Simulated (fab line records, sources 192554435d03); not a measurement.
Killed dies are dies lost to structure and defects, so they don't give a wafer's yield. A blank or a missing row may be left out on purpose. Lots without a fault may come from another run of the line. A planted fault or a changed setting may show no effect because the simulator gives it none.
Chamber matching | flow n5_finfet | N5_BEOL_M1_ETCH_74 on rie_diel-01: 4 sister chambers
The step etches underlayer in N2/H2, target depth 6.5 nm, time 5.2 s. 8 wafers are shown with their chamber, then 9 later ones without.

WAFERS WITH THEIR CHAMBER
wafer  | chamber | showerhead_plenum_p_Torr (Torr) | throttle_valve_pct (%)
L081.4 | 3       | 2.59                            | 18.49
L081.6 | 3       | 2.58                            | 18.50
L084.2 | 0       | 2.53                            | 18.16
L090.3 | 2       | 2.64                            | 18.07
L090.5 | 1       | 2.58                            | 17.67
L091.3 | 2       | 2.64                            | 18.05
L091.4 | 1       | 2.58                            | 17.68
L091.6 | 0       | 2.52                            | 18.18

WAFERS WITHOUT THEIR CHAMBER
wafer  | showerhead_plenum_p_Torr (Torr) | throttle_valve_pct (%)
L093.1 | 2.57                            | 17.70
L093.4 | 2.63                            | 18.06
L093.6 | 2.63                            | 18.04
L092.2 | 2.57                            | 17.69
L092.4 | 2.58                            | 18.53
L092.6 | 2.57                            | 17.70
L097.2 | 2.57                            | 18.55
L097.4 | 2.57                            | 17.72
L097.5 | 2.57                            | 18.56

WHICH CHAMBER EACH WENT THROUGH
wafer  | from the rows above | in truth
L093.1 | 1                   | 1
L093.4 | 2                   | 2
L093.6 | 2                   | 2
L092.2 | 1                   | 1
L092.4 | 3                   | 3
L092.6 | 1                   | 1
L097.2 | 3                   | 3
L097.4 | 1                   | 1
L097.5 | 3                   | 3
Placed correctly: 9 of 9. Can't be placed from these rows: 0. Placed wrongly: 0.
How it was worked out, from the rows above alone: a wafer's distance from a chamber is the root of the sum, over the readings, of the square of ((its reading less the chamber's mean) divided by the reading's scatter). The wafer belongs to the nearest chamber; if the next one is less than 2 further off, it can't be placed. A chamber's mean is the mean of its shown wafers. The scatter: the root of (the sum of the squares of (reading less its chamber's mean) over the shown wafers, divided by (wafers less chambers)).
